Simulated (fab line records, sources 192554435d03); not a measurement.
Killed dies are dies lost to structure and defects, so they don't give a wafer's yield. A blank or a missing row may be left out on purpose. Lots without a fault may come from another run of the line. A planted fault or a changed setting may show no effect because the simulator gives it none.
Which tool did it? | flow n5_finfet | 14 lots, 41 wafers sampled, at 4 steps of a route of 1938

WHAT THE GAUGES READ, wafer by wafer
The record holds no reading of a measuring or inspecting step that can be judged against a usual standard deviation.

WHICH TOOL RAN EACH LOT (tool, then ch and the chambers of the sampled wafers, then the start)
lot  | N5_WELL_APT_DEVELOP_24           | N5_WELL_APT_DESCUM_30             | N5_WELL_APT_RTA_34              | N5_PMOS_HMC_CHANNEL_EPI_HM_DEP_34
L905 | litho_track-02 ch 0, day 1 15:17 | rie_diel-02 ch 0,1,3, day 1 15:29 | rtp_anneal-01 ch 0, day 1 16:26 | pecvd-02 ch 0,1,2, day 1 17:19
L907 | litho_track-05 ch 0, day 2 03:04 | rie_diel-05 ch 0,3, day 2 03:16   | rtp_anneal-01 ch 0, day 2 04:04 | pecvd-02 ch 0,1, day 2 04:57
L910 | litho_track-05 ch 0, day 2 20:49 | rie_diel-06 ch 0,2,3, day 2 21:09 | rtp_anneal-02 ch 0, day 2 21:55 | pecvd-02 ch 0,1, day 2 22:49
L911 | litho_track-02 ch 0, day 3 02:59 | rie_diel-02 ch 0,2,3, day 3 03:11 | rtp_anneal-02 ch 0, day 3 03:57 | pecvd-02 ch 0,1,2, day 3 04:52
L912 | litho_track-02 ch 0, day 3 09:01 | rie_diel-06 ch 1,2,3, day 3 09:29 | rtp_anneal-02 ch 0, day 3 10:20 | pecvd-02 ch 0,1,2, day 3 11:26
L914 | litho_track-03 ch 0, day 3 20:55 | rie_diel-02 ch 0,1, day 3 21:07   | rtp_anneal-01 ch 0, day 3 22:16 | pecvd-03 ch 0,2, day 3 23:09
L915 | litho_track-05 ch 0, day 4 02:50 | rie_diel-06 ch 0,1,3, day 4 03:14 | rtp_anneal-02 ch 0, day 4 04:02 | pecvd-02 ch 0,1, day 4 05:06
L916 | litho_track-03 ch 0, day 4 08:43 | rie_diel-05 ch 1,2, day 4 09:03   | rtp_anneal-01 ch 0, day 4 09:55 | pecvd-04 ch 0,1,2, day 4 10:49
L917 | litho_track-05 ch 0, day 4 14:57 | rie_diel-06 ch 0,2,3, day 4 15:09 | rtp_anneal-02 ch 0, day 4 16:11 | pecvd-02 ch 1,2, day 4 17:04
L918 | litho_track-02, day 4 20:43      | rie_diel-02 ch 1,2,3, day 4 20:55 | rtp_anneal-02 ch 0, day 4 21:43 | -
L919 | litho_track-03, day 5 02:50      | rie_diel-05 ch 1,2, day 5 03:02   | rtp_anneal-02 ch 0, day 5 03:48 | -
L920 | litho_track-05 ch 0, day 5 09:02 | rie_diel-06 ch 1,2,3, day 5 09:14 | rtp_anneal-01 ch 0, day 5 10:01 | pecvd-02 ch 0,1,2, day 5 10:55
L922 | litho_track-03 ch 0, day 5 21:08 | rie_diel-06 ch 0,2,3, day 5 21:20 | rtp_anneal-02 ch 0, day 5 22:06 | pecvd-03 ch 1,2, day 5 23:01
L928 | litho_track-02 ch 0, day 7 08:43 | rie_diel-06 ch 0,3, day 7 08:56   | rtp_anneal-02 ch 0, day 7 09:42 | pecvd-02 ch 0,1,2, day 7 10:38
- N5_WELL_APT_DEVELOP_24: develop time 45 s.
- N5_WELL_APT_DESCUM_30: chemistry O2, time 7.9 s.
- N5_WELL_APT_RTA_34: time 10 s.
- N5_PMOS_HMC_CHANNEL_EPI_HM_DEP_34: deposits SiO2 from TEOS/O2, target thk 36 nm, time 6.9 s.

WHAT THE TOOLS THEMSELVES READ (means of the sampled wafers that have a number; where no wafer has one, the mark that the record gives instead)
N5_WELL_APT_DEVELOP_24. Usual: chill_plate_temp_C 23.00 C, standard deviation 0.11.
lot  | tool           | chill_plate_temp_C (C) | flag
L905 | litho_track-02 | 23.02                  |
L907 | litho_track-05 | 23.06                  |
L910 | litho_track-05 | 22.88                  |
L911 | litho_track-02 | 23.20                  |
L912 | litho_track-02 | 23.04                  |
L914 | litho_track-03 | 22.91                  |
L915 | litho_track-05 | 22.97                  |
L916 | litho_track-03 | 23.01                  |
L917 | litho_track-05 | 23.10                  |
L918 | litho_track-02 | -                      | OFF
L919 | litho_track-03 | -                      | OFF
L920 | litho_track-05 | 22.85                  |
L922 | litho_track-03 | 22.97                  |
L928 | litho_track-02 | 22.96                  |

N5_WELL_APT_DESCUM_30. Usual: drypump_motor_current_A 5.8 A, standard deviation 0.5; oes_product_au 0.80 a.u., standard deviation 0.069; rf_vpp_V 243.9 V, standard deviation 1.1; showerhead_plenum_p_Torr 2.14 Torr, standard deviation 0.049; throttle_valve_pct 20.49 %, standard deviation 0.26.
lot  | tool        | drypump_motor_current_A (A) | oes_product_au (a.u.) | rf_vpp_V (V) | showerhead_plenum_p_Torr (Torr) | throttle_valve_pct (%) | flag
L905 | rie_diel-02 | 6.2                         | 0.84                  | 244.6        | 2.14                            | 20.35                  |
L907 | rie_diel-05 | 5.4                         | 0.88                  | 244.3        | 2.21                            | 20.42                  |
L910 | rie_diel-06 | 5.9                         | 0.82                  | 243.6        | 2.12                            | 20.51                  |
L911 | rie_diel-02 | 5.8                         | 0.83                  | 243.8        | 2.15                            | 20.62                  |
L912 | rie_diel-06 | 5.6                         | 0.80                  | 244.1        | 2.15                            | 20.44                  |
L914 | rie_diel-02 | 6.4                         | 0.82                  | 243.7        | 2.13                            | 20.20                  |
L915 | rie_diel-06 | 5.9                         | 0.78                  | 244.0        | 2.14                            | 20.65                  |
L916 | rie_diel-05 | 5.3                         | 0.81                  | 243.6        | 2.17                            | 20.26                  |
L917 | rie_diel-06 | 5.9                         | 0.80                  | 243.4        | 2.11                            | 20.53                  |
L918 | rie_diel-02 | 5.7                         | 0.75                  | 243.2        | 2.09                            | 20.60                  |
L919 | rie_diel-05 | 5.3                         | 0.80                  | 243.5        | 2.16                            | 20.27                  |
L920 | rie_diel-06 | 5.6                         | 0.79                  | 244.6        | 2.14                            | 20.46                  |
L922 | rie_diel-06 | 5.9                         | 0.80                  | 243.3        | 2.11                            | 20.56                  |
L928 | rie_diel-06 | 6.2                         | 0.75                  | 243.7        | 2.10                            | 20.78                  |

N5_WELL_APT_RTA_34. Usual: lamp_power_pct 13.00 %, standard deviation 0.052; lamp_zone_5_pct 13.00 %, standard deviation 0.031; wafer_temp_C_max 1003.7, standard deviation 1.1.
lot  | tool          | lamp_power_pct (%) | lamp_zone_5_pct (%) | wafer_temp_C_max | flag
L905 | rtp_anneal-01 | 12.98              | 13.02               | 1004.1           |
L907 | rtp_anneal-01 | 12.98              | 13.02               | 1004.4           |
L910 | rtp_anneal-02 | 13.05              | 13.00               | 1003.4           |
L911 | rtp_anneal-02 | 12.99              | 12.98               | 1003.8           |
L912 | rtp_anneal-02 | 13.01              | 13.01               | 1004.3           |
L914 | rtp_anneal-01 | 12.98              | 12.97               | 1004.1           |
L915 | rtp_anneal-02 | 13.01              | 12.98               | 1003.6           |
L916 | rtp_anneal-01 | 13.02              | 13.01               | 1004.1           |
L917 | rtp_anneal-02 | 13.04              | 12.98               | 1003.6           |
L918 | rtp_anneal-02 | 12.96              | 12.95               | 1003.6           |
L919 | rtp_anneal-02 | 12.99              | 12.99               | 1003.2           |
L920 | rtp_anneal-01 | 12.98              | 12.99               | 1004.4           |
L922 | rtp_anneal-02 | 13.02              | 13.03               | 1003.5           |
L928 | rtp_anneal-02 | 13.00              | 13.02               | 1003.5           |

N5_PMOS_HMC_CHANNEL_EPI_HM_DEP_34. Usual: chamber_pressure_Torr 6.500 Torr, standard deviation 0.016; heater_power_w 563 W, standard deviation 100; showerhead_plenum_p_Torr 8.327 Torr, standard deviation 0.019; throttle_valve_pct 18.4 %, standard deviation 0.87.
lot  | tool     | chamber_pressure_Torr (Torr) | heater_power_w (W) | showerhead_plenum_p_Torr (Torr) | throttle_valve_pct (%) | flag
L905 | pecvd-02 | 6.513                        | 490                | 8.312                           | 18.7                   |
L907 | pecvd-02 | 6.483                        | 506                | 8.338                           | 18.6                   |
L910 | pecvd-02 | 6.485                        | 512                | 8.345                           | 19.1                   |
L911 | pecvd-02 | 6.504                        | 513                | 8.320                           | 18.3                   |
L912 | pecvd-02 | 6.503                        | 553                | 8.323                           | 18.3                   |
L914 | pecvd-03 | 6.482                        | 516                | 8.329                           | 18.4                   |
L915 | pecvd-02 | 6.485                        | 528                | 8.343                           | 19.1                   |
L916 | pecvd-04 | 6.503                        | 659                | 8.323                           | 18.9                   |
L917 | pecvd-02 | 6.510                        | 483                | 8.332                           | 17.8                   |
L920 | pecvd-02 | 6.504                        | 540                | 8.316                           | 18.3                   |
L922 | pecvd-03 | 6.491                        | 498                | 8.324                           | 18.3                   |
L928 | pecvd-02 | 6.503                        | 520                | 8.316                           | 18.1                   |

THE ANSWER, worked out from the rows above alone
Rule: a lot is off if the mean of its wafers that have a number lies more than 3 standard deviations from the usual mean. A lot without any number at a reading at which 4 lots or more have one is off too. The other lots that the step has rows for count as sound. The gauges are gone through in route order, then the tools' own readings, and for those a lot's mean is taken as printed above. The first step at which some lot is off is used, and at that step the reading that is off furthest; a lot without a number counts as furthest.
Off: L918, L919, at N5_WELL_APT_DEVELOP_24 (chill_plate_temp_C). Without a number there: L918, L919.
A tool fits if, at that step or a process step before it, it ran every lot that is off, and no sound lot after the first of them. None of those tried fits.

WHAT THE SIMULATOR HAD PUT IN
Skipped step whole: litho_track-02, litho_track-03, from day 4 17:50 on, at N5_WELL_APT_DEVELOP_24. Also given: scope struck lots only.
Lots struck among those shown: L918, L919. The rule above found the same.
